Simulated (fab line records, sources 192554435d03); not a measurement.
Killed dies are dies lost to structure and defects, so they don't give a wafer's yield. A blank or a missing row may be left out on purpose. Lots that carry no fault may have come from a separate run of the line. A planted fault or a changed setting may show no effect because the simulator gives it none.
2 desks, one fault    flow n5Finfet    only its own numbers are on each desk; what lay behind them is given at the end

## AT THE METROLOGY DESK
What the gauges read, lot by lot, whatever tool the lot ran on: means of the sampled wafers that have a number. Marked OUT: a lot whose mean sits more than 4 standard deviations from the usual mean, which makes it out of limits; the brackets give that distance.
Columns: A = M8_ILD_THK at N5_BEOL_M8_THK_MEAS_01, usual 154.9 nm
lot   first seen here  A
L917  day 10 02:31     155.6
L922  day 10 17:37     152.2
L923  day 12 02:49     155.6
L925  day 12 03:52     155.4
L927  day 12 08:57     155.2
L928  day 12 09:58     154.1
L932  day 13 16:40     156.0
L935  day 14 03:21     156.6
L934  day 14 04:09     154.1
L937  day 14 22:59     155.3
L938  day 15 01:38     156.5
L939  day 16 01:18     156.9
L940  day 17 06:40     152.6
This desk's finding: nothing out of limits on any of the 13 lots.

## THE TOOL OWNER'S DESK: aldMetal-01
The tool's own readings at N5_BEOL_M7_ALD_77 (deposits TaN, target thk 2 nm, pulse time 2 s, purge time 3 s): means of the sampled wafers that have a number, for each lot that ran on this tool. Marked OUT: a lot whose mean sits more than 4 standard deviations from the usual mean, which makes it out of limits; the brackets give that distance.
Columns: A = heaterPowerW at N5_BEOL_M7_ALD_77, usual 422 W
lot   first seen here  A
L923  day 11 22:53     436
L927  day 12 06:34     443
L928  day 12 07:50     419
L932  day 13 14:31     426
L940  day 17 03:01     397
This desk's finding: nothing out of limits on any of the 5 lots.

## PUT TOGETHER
Metrology desk: nothing out of limits seen.
The desk of the tool owner found nothing out of limits.

## WHAT THE SIMULATOR PUT IN
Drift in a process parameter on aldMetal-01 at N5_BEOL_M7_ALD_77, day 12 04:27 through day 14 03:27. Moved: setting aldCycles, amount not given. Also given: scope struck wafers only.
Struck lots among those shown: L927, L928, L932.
